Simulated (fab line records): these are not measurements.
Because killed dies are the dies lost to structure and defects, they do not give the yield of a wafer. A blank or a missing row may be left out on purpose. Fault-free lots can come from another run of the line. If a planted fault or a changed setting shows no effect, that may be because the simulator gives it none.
What tool caused it? :: flow nand-harc :: Sampling: 12 lots, 36 wafers, 6 of 1302 route steps

WHAT THE GAUGES READ, wafer by wafer
NHARC_A_ONON_D2_THK_MEAS_05: measures by ellipsometry. Usual: 996 nm for thk-nm, sd 8.7.
lot: L141
measured: day 12 07:24
on: film-metro-02
thk-nm (nm): 998 999 997
flag: 

lot: L142
measured: day 12 17:08
on: film-metro-02
thk-nm (nm): 988 988 987
flag: 

lot: L143
measured: day 13 09:32
on: film-metro-02
thk-nm (nm): 982 982 982
flag: 

lot: L144
measured: day 13 21:51
on: film-metro-02
thk-nm (nm): 997 994 996
flag: 

lot: L145
measured: day 13 21:51
on: film-metro-01
thk-nm (nm): 1000 1000 1001
flag: 

lot: L146
measured: day 14 14:46
on: film-metro-01
thk-nm (nm): 1005 1005 1004
flag: 

lot: L147
measured: day 14 14:47
on: film-metro-02
thk-nm (nm): 1009 1006 1011
flag: 

lot: L149
measured: day 15 21:38
on: film-metro-01
thk-nm (nm): 1015 1014 1015
flag: 

lot: L156
measured: day 18 13:43
on: film-metro-02
thk-nm (nm): 1575 1574 1575
flag: OFF

lot: L157
measured: day 19 10:29
on: film-metro-01
thk-nm (nm): 1581 1580 1584
flag: OFF

lot: L161
measured: day 20 21:18
on: film-metro-02
thk-nm (nm): 979 978 979
flag: 

lot: L162
measured: day 21 05:40
on: film-metro-02
thk-nm (nm): 992 992 992
flag: 

NHARC_END_SORT_01. Usual: killed-at-array 49, standard deviation 18; killed-at-other 0.7, standard deviation 1.1; killed-at-periphery 4.0, standard deviation 2.6; killed-dies 54, standard deviation 19; killed-open 3.4, standard deviation 1.7; killed-short 2.5, standard deviation 1.7.
lot: L156
measured: day 29 22:02
on: prober-02
killed-at-array: 676 672 670
killed-at-other: 1 0 0
killed-at-periphery: 0 5 7
killed-dies: 677 677 677
killed-open: 5 3 4
killed-short: 1 2 1
flag: OFF

lot: L157
measured: day 31 15:04
on: prober-02
killed-at-array: 673 674 672
killed-at-other: 2 0 0
killed-at-periphery: 2 3 5
killed-dies: 677 677 677
killed-open: 5 3 4
killed-short: 2 1 2
flag: OFF

WHICH TOOL RAN EACH LOT (tool, then ch and the chambers of the sampled wafers, then the start)
lot: L141
NHARC_A_CHANNEL_FILL_D1_ETCHBACK_19: rie-si-04 ch 1,2, day 9 14:49
NHARC_A_DECK1_JOINT_ETCHBACK_07: rie-si-02 ch 0,3, day 10 14:39
NHARC_A_DECK1_JOINT_CMP_02: cmp-03 ch 0,1,3, day 12 05:36
NHARC_A_ONON_D2_DEP_03: pecvd-onon-04 ch 0, day 12 07:00

lot: L142
NHARC_A_CHANNEL_FILL_D1_ETCHBACK_19: rie-si-03 ch 0,2,3, day 10 01:10
NHARC_A_DECK1_JOINT_ETCHBACK_07: rie-si-02 ch 0,1,3, day 11 02:10
NHARC_A_DECK1_JOINT_CMP_02: cmp-04 ch 0,2,3, day 12 15:19
NHARC_A_ONON_D2_DEP_03: pecvd-onon-02 ch 0, day 12 16:38

lot: L143
NHARC_A_CHANNEL_FILL_D1_ETCHBACK_19: rie-si-05 ch 1,2,3, day 10 18:06
NHARC_A_DECK1_JOINT_ETCHBACK_07: rie-si-06 ch 1,2, day 11 18:37
NHARC_A_DECK1_JOINT_CMP_02: cmp-03 ch 0,1,2, day 13 07:43
NHARC_A_ONON_D2_DEP_03: pecvd-onon-04 ch 0, day 13 09:05

lot: L144
NHARC_A_CHANNEL_FILL_D1_ETCHBACK_19: rie-si-05 ch 1,2, day 11 07:29
NHARC_A_DECK1_JOINT_ETCHBACK_07: rie-si-01 ch 0,1, day 12 08:11
NHARC_A_DECK1_JOINT_CMP_02: cmp-02 ch 1,2,3, day 13 20:03
NHARC_A_ONON_D2_DEP_03: pecvd-onon-01 ch 0, day 13 21:20

lot: L145
NHARC_A_CHANNEL_FILL_D1_ETCHBACK_19: rie-si-04 ch 1,2, day 11 07:29
NHARC_A_DECK1_JOINT_ETCHBACK_07: rie-si-06 ch 0,1,3, day 12 08:12
NHARC_A_DECK1_JOINT_CMP_02: cmp-03 ch 1,3, day 13 20:00
NHARC_A_ONON_D2_DEP_03: pecvd-onon-04 ch 0, day 13 21:20

lot: L146
NHARC_A_CHANNEL_FILL_D1_ETCHBACK_19: rie-si-03 ch 0,2,3, day 12 04:25
NHARC_A_DECK1_JOINT_ETCHBACK_07: rie-si-01 ch 2,3, day 13 04:04
NHARC_A_DECK1_JOINT_CMP_02: cmp-03 ch 0,3, day 14 12:55
NHARC_A_ONON_D2_DEP_03: pecvd-onon-04 ch 0, day 14 14:18

lot: L147
NHARC_A_CHANNEL_FILL_D1_ETCHBACK_19: rie-si-04 ch 0,1, day 12 04:26
NHARC_A_DECK1_JOINT_ETCHBACK_07: rie-si-06 ch 0,3, day 13 04:04
NHARC_A_DECK1_JOINT_CMP_02: cmp-02 ch 2,3, day 14 12:55
NHARC_A_ONON_D2_DEP_03: pecvd-onon-02 ch 0, day 14 14:23

lot: L149
NHARC_A_CHANNEL_FILL_D1_ETCHBACK_19: rie-si-05 ch 0,3, day 13 10:38
NHARC_A_DECK1_JOINT_ETCHBACK_07: rie-si-02 ch 0,2,3, day 14 10:43
NHARC_A_DECK1_JOINT_CMP_02: cmp-03 ch 0,3, day 15 19:48
NHARC_A_ONON_D2_DEP_03: pecvd-onon-02 ch 0, day 15 21:12

lot: L156
NHARC_A_CHANNEL_FILL_D1_ETCHBACK_19: rie-si-03 ch 0,1,3, day 16 01:06
NHARC_A_DECK1_JOINT_ETCHBACK_07: rie-si-01 ch 1,2, day 17 00:47
NHARC_A_DECK1_JOINT_CMP_02: cmp-04 ch 0,1, day 18 11:42
NHARC_A_ONON_D2_DEP_03: pecvd-onon-02 ch 0, day 18 13:19

lot: L157
NHARC_A_CHANNEL_FILL_D1_ETCHBACK_19: rie-si-03 ch 0,1,2, day 16 21:25
NHARC_A_DECK1_JOINT_ETCHBACK_07: rie-si-06 ch 2,3, day 17 21:15
NHARC_A_DECK1_JOINT_CMP_02: cmp-04 ch 0,1, day 19 08:31
NHARC_A_ONON_D2_DEP_03: pecvd-onon-02 ch 0, day 19 09:58

lot: L161
NHARC_A_CHANNEL_FILL_D1_ETCHBACK_19: rie-si-04 ch 1,2, day 18 07:49
NHARC_A_DECK1_JOINT_ETCHBACK_07: rie-si-02 ch 0,3, day 19 07:46
NHARC_A_DECK1_JOINT_CMP_02: cmp-04 ch 0,3, day 20 19:26
NHARC_A_ONON_D2_DEP_03: pecvd-onon-01 ch 0, day 20 20:51

lot: L162
NHARC_A_CHANNEL_FILL_D1_ETCHBACK_19: rie-si-04 ch 0,1, day 18 17:10
NHARC_A_DECK1_JOINT_ETCHBACK_07: rie-si-01 ch 0,2,3, day 19 17:26
NHARC_A_DECK1_JOINT_CMP_02: cmp-02 ch 2,3, day 21 03:50
NHARC_A_ONON_D2_DEP_03: pecvd-onon-01 ch 0, day 21 05:16
- NHARC_A_CHANNEL_FILL_D1_ETCHBACK_19: etches the open film in HBr/Cl2, target depth 5 nm, time 1.7 s.
- NHARC_A_DECK1_JOINT_ETCHBACK_07: etches the open film in HBr, target depth 105 nm, time 26.9 s.
- NHARC_A_DECK1_JOINT_CMP_02: polishes SiOx.
- NHARC_A_ONON_D2_DEP_03: target thk 1000 nm.

WHAT THE TOOLS THEMSELVES READ (means of the sampled wafers that have a number; where no wafer has one, the mark that the record gives instead)
NHARC_A_CHANNEL_FILL_D1_ETCHBACK_19. Usual: drypump-motor-current-A 5.7 A, standard deviation 0.47; he-backside-leak-sccm 2.76 sccm, standard deviation 0.19; oes-product-au 1.002 a.u., standard deviation 0.011; throttle-valve-pct 26.406 %, standard deviation 0.0092.
lot: L141
tool: rie-si-04
drypump-motor-current-A (A): 5.6
he-backside-leak-sccm (sccm): 2.73
oes-product-au (a.u.): 1.010
throttle-valve-pct (%): 26.404
flag: 

lot: L142
tool: rie-si-03
drypump-motor-current-A (A): 5.6
he-backside-leak-sccm (sccm): 2.62
oes-product-au (a.u.): 0.997
throttle-valve-pct (%): 26.412
flag: 

lot: L143
tool: rie-si-05
drypump-motor-current-A (A): 6.1
he-backside-leak-sccm (sccm): 2.82
oes-product-au (a.u.): 1.005
throttle-valve-pct (%): 26.399
flag: 

lot: L144
tool: rie-si-05
drypump-motor-current-A (A): 6.3
he-backside-leak-sccm (sccm): 2.86
oes-product-au (a.u.): 1.002
throttle-valve-pct (%): 26.404
flag: 

lot: L145
tool: rie-si-04
drypump-motor-current-A (A): 5.6
he-backside-leak-sccm (sccm): 2.56
oes-product-au (a.u.): 1.010
throttle-valve-pct (%): 26.406
flag: 

lot: L146
tool: rie-si-03
drypump-motor-current-A (A): 5.6
he-backside-leak-sccm (sccm): 3.08
oes-product-au (a.u.): 1.008
throttle-valve-pct (%): 26.407
flag: 

lot: L147
tool: rie-si-04
drypump-motor-current-A (A): 5.5
he-backside-leak-sccm (sccm): 2.68
oes-product-au (a.u.): 1.014
throttle-valve-pct (%): 26.408
flag: 

lot: L149
tool: rie-si-05
drypump-motor-current-A (A): 5.6
he-backside-leak-sccm (sccm): 2.57
oes-product-au (a.u.): 0.992
throttle-valve-pct (%): 26.399
flag: 

lot: L156
tool: rie-si-03
drypump-motor-current-A (A): 5.5
he-backside-leak-sccm (sccm): 2.61
oes-product-au (a.u.): 1.009
throttle-valve-pct (%): 26.393
flag: 

lot: L157
tool: rie-si-03
drypump-motor-current-A (A): 5.2
he-backside-leak-sccm (sccm): 2.74
oes-product-au (a.u.): 1.005
throttle-valve-pct (%): 26.405
flag: 

lot: L161
tool: rie-si-04
drypump-motor-current-A (A): 5.6
he-backside-leak-sccm (sccm): 2.72
oes-product-au (a.u.): 0.997
throttle-valve-pct (%): 26.409
flag: 

lot: L162
tool: rie-si-04
drypump-motor-current-A (A): 5.5
he-backside-leak-sccm (sccm): 2.63
oes-product-au (a.u.): 1.002
throttle-valve-pct (%): 26.406
flag: 

NHARC_A_DECK1_JOINT_ETCHBACK_07. Usual: drypump-motor-current-A 5.7 A, standard deviation 0.55; he-backside-leak-sccm 2.65 sccm, standard deviation 0.2; oes-product-au 1.002 a.u., standard deviation 0.0096; throttle-valve-pct 23.268 %, standard deviation 0.0093.
lot: L141
tool: rie-si-02
drypump-motor-current-A (A): 6.2
he-backside-leak-sccm (sccm): 2.53
oes-product-au (a.u.): 0.988
throttle-valve-pct (%): 23.265
flag: 

lot: L142
tool: rie-si-02
drypump-motor-current-A (A): 6.1
he-backside-leak-sccm (sccm): 2.58
oes-product-au (a.u.): 1.002
throttle-valve-pct (%): 23.266
flag: 

lot: L143
tool: rie-si-06
drypump-motor-current-A (A): 6.2
he-backside-leak-sccm (sccm): 2.43
oes-product-au (a.u.): 1.014
throttle-valve-pct (%): 23.265
flag: 

lot: L144
tool: rie-si-01
drypump-motor-current-A (A): 5.7
he-backside-leak-sccm (sccm): 2.71
oes-product-au (a.u.): 1.003
throttle-valve-pct (%): 23.269
flag: 

lot: L145
tool: rie-si-06
drypump-motor-current-A (A): 5.6
he-backside-leak-sccm (sccm): 2.69
oes-product-au (a.u.): 1.000
throttle-valve-pct (%): 23.266
flag: 

lot: L146
tool: rie-si-01
drypump-motor-current-A (A): 4.8
he-backside-leak-sccm (sccm): 2.82
oes-product-au (a.u.): 1.002
throttle-valve-pct (%): 23.272
flag: 

lot: L147
tool: rie-si-06
drypump-motor-current-A (A): 5.2
he-backside-leak-sccm (sccm): 2.75
oes-product-au (a.u.): 1.000
throttle-valve-pct (%): 23.265
flag: 

lot: L149
tool: rie-si-02
drypump-motor-current-A (A): 6.1
he-backside-leak-sccm (sccm): 2.62
oes-product-au (a.u.): 1.000
throttle-valve-pct (%): 23.267
flag: 

lot: L156
tool: rie-si-01
drypump-motor-current-A (A): 5.2
he-backside-leak-sccm (sccm): 2.69
oes-product-au (a.u.): 0.995
throttle-valve-pct (%): 23.259
flag: 

lot: L157
tool: rie-si-06
drypump-motor-current-A (A): 5.5
he-backside-leak-sccm (sccm): 2.54
oes-product-au (a.u.): 0.991
throttle-valve-pct (%): 23.265
flag: 

lot: L161
tool: rie-si-02
drypump-motor-current-A (A): 6.4
he-backside-leak-sccm (sccm): 2.41
oes-product-au (a.u.): 0.995
throttle-valve-pct (%): 23.263
flag: 

lot: L162
tool: rie-si-01
drypump-motor-current-A (A): 5.2
he-backside-leak-sccm (sccm): 2.77
oes-product-au (a.u.): 1.003
throttle-valve-pct (%): 23.259
flag: 

NHARC_A_DECK1_JOINT_CMP_02. Usual: 11.9 A for motor-current-A, sd 1.1.
lot: L141
tool: cmp-03
motor-current-A (A): 11.6
flag: 

lot: L142
tool: cmp-04
motor-current-A (A): 11.4
flag: 

lot: L143
tool: cmp-03
motor-current-A (A): 12.1
flag: 

lot: L144
tool: cmp-02
motor-current-A (A): 12.9
flag: 

lot: L145
tool: cmp-03
motor-current-A (A): 11.1
flag: 

lot: L146
tool: cmp-03
motor-current-A (A): 12.1
flag: 

lot: L147
tool: cmp-02
motor-current-A (A): 12.2
flag: 

lot: L149
tool: cmp-03
motor-current-A (A): 12.0
flag: 

lot: L156
tool: cmp-04
motor-current-A (A): 11.0
flag: 

lot: L157
tool: cmp-04
motor-current-A (A): 10.7
flag: 

lot: L161
tool: cmp-04
motor-current-A (A): 11.5
flag: 

lot: L162
tool: cmp-02
motor-current-A (A): 12.5
flag: 

NHARC_A_ONON_D2_DEP_03. Usual: n2-flow-sccm 2751 sccm, standard deviation 7.3; nh3-flow-sccm 500.0 sccm, standard deviation 1.3.
lot: L141
tool: pecvd-onon-04
n2-flow-sccm (sccm): 2752
nh3-flow-sccm (sccm): 499.9
flag: 

lot: L142
tool: pecvd-onon-02
n2-flow-sccm (sccm): 2753
nh3-flow-sccm (sccm): 501.2
flag: 

lot: L143
tool: pecvd-onon-04
n2-flow-sccm (sccm): 2742
nh3-flow-sccm (sccm): 501.4
flag: 

lot: L144
tool: pecvd-onon-01
n2-flow-sccm (sccm): 2741
nh3-flow-sccm (sccm): 501.6
flag: 

lot: L145
tool: pecvd-onon-04
n2-flow-sccm (sccm): 2757
nh3-flow-sccm (sccm): 500.5
flag: 

lot: L146
tool: pecvd-onon-04
n2-flow-sccm (sccm): 2751
nh3-flow-sccm (sccm): 499.7
flag: 

lot: L147
tool: pecvd-onon-02
n2-flow-sccm (sccm): 2749
nh3-flow-sccm (sccm): 501.2
flag: 

lot: L149
tool: pecvd-onon-02
n2-flow-sccm (sccm): 2746
nh3-flow-sccm (sccm): 499.4
flag: 

lot: L156
tool: pecvd-onon-02
n2-flow-sccm (sccm): 2752
nh3-flow-sccm (sccm): 500.4
flag: 

lot: L157
tool: pecvd-onon-02
n2-flow-sccm (sccm): 2758
nh3-flow-sccm (sccm): 499.4
flag: 

lot: L161
tool: pecvd-onon-01
n2-flow-sccm (sccm): 2757
nh3-flow-sccm (sccm): 499.5
flag: 

lot: L162
tool: pecvd-onon-01
n2-flow-sccm (sccm): 2745
nh3-flow-sccm (sccm): 498.9
flag: 

THE ANSWER, worked out from the rows above alone
Rule: a lot counts as off when the mean over its wafers that have a number is more than 3 standard deviations away from the usual mean. Also off: a lot with no number at a reading for which 4 or more lots have one. The other lots that the step has rows for count as sound. After the gauges, taken in route order, come the tools' own readings; for these a lot's mean is taken, as printed above. At the first step where some lot is off, the reading lying furthest off is the one used; lots without a number count as furthest.
Off at NHARC_A_ONON_D2_THK_MEAS_05 (thk-nm): L156, L157.
If a tool, at a process step before that reading, ran all the lots that are off and no sound lot after the first of them, it fits. The gauges at NHARC_A_ONON_D2_THK_MEAS_05 aren't tried: what is off there is off at NHARC_END_SORT_01 too, on other tools, and a gauge's error can't cause that. 2 tools fit, rie-si-03 at NHARC_A_CHANNEL_FILL_D1_ETCHBACK_19 and pecvd-onon-02 at NHARC_A_ONON_D2_DEP_03, so this cannot tell which one it is.

WHAT THE SIMULATOR HAD PUT IN
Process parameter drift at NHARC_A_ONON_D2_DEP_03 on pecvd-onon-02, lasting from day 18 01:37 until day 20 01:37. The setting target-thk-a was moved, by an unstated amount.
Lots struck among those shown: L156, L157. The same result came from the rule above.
